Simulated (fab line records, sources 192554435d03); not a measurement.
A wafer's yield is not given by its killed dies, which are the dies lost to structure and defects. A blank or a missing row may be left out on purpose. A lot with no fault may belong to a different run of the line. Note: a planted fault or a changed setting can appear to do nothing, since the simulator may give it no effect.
Matching of chambers + flow n5-finfet + N5_BEOL_M7_ETCH_61 on rie-diel-01 has 4 sister chambers
The step etches SiARC in CF4, target depth 45.5 nm, time 75.8 s. 8 wafers are shown with their chamber, then 10 later ones without.

WAFERS PAIRED WITH THEIR CHAMBERS
| wafer  | chamber | drypump-motor-current-A (A) | throttle-valve-pct (%) |
|--------|---------|-----------------------------|------------------------|
| L079.3 | 2       | 5.7                         | 15.46                  |
| L079.4 | 3       | 5.4                         | 15.19                  |
| L079.6 | 0       | 6.4                         | 15.42                  |
| L081.2 | 2       | 5.7                         | 15.48                  |
| L081.4 | 1       | 5.7                         | 15.09                  |
| L081.5 | 1       | 5.8                         | 15.08                  |
| L083.3 | 3       | 5.4                         | 15.21                  |
| L083.5 | 0       | 6.5                         | 15.44                  |

WAFERS WITH NO CHAMBER GIVEN
| wafer  | drypump-motor-current-A (A) | throttle-valve-pct (%) |
|--------|-----------------------------|------------------------|
| L083.6 | 5.8                         | 15.10                  |
| L089.1 | 5.4                         | 15.21                  |
| L089.2 | 5.8                         | 15.11                  |
| L089.3 | 6.4                         | 15.46                  |
| L094.2 | 6.4                         | 15.50                  |
| L094.3 | 5.4                         | 15.26                  |
| L094.6 | 5.3                         | 15.25                  |
| L096.1 | 5.7                         | 15.16                  |
| L096.3 | 6.4                         | 15.52                  |
| L096.5 | 6.5                         | 15.49                  |

THE CHAMBER EACH PASSED THROUGH
| wafer  | from the rows above     | in truth |
|--------|-------------------------|----------|
| L083.6 | 1                       | 1        |
| L089.1 | 3                       | 3        |
| L089.2 | 1                       | 1        |
| L089.3 | 0                       | 0        |
| L094.2 | 0                       | 0        |
| L094.3 | 3                       | 3        |
| L094.6 | 3                       | 3        |
| L096.1 | can't be placed: 1 or 3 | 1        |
| L096.3 | 0                       | 0        |
| L096.5 | 0                       | 0        |
Correctly placed: 9 of 10. Unplaceable from these rows: 1, with the true chamber sitting among the candidates in 1. Wrongly placed: 0.
How it was worked out, from the rows above alone: a wafer's distance from a chamber is the root of the sum, over the readings, of the square of ((its reading less the chamber's mean) divided by the reading's scatter). If the next closest chamber is less than 2 further off than the closest, the wafer can't be placed; otherwise it belongs to the closest. Each chamber's mean is taken over the wafers shown for it. The scatter: the root of (the sum of the squares of (reading less its chamber's mean) over the shown wafers, divided by (wafers less chambers)).
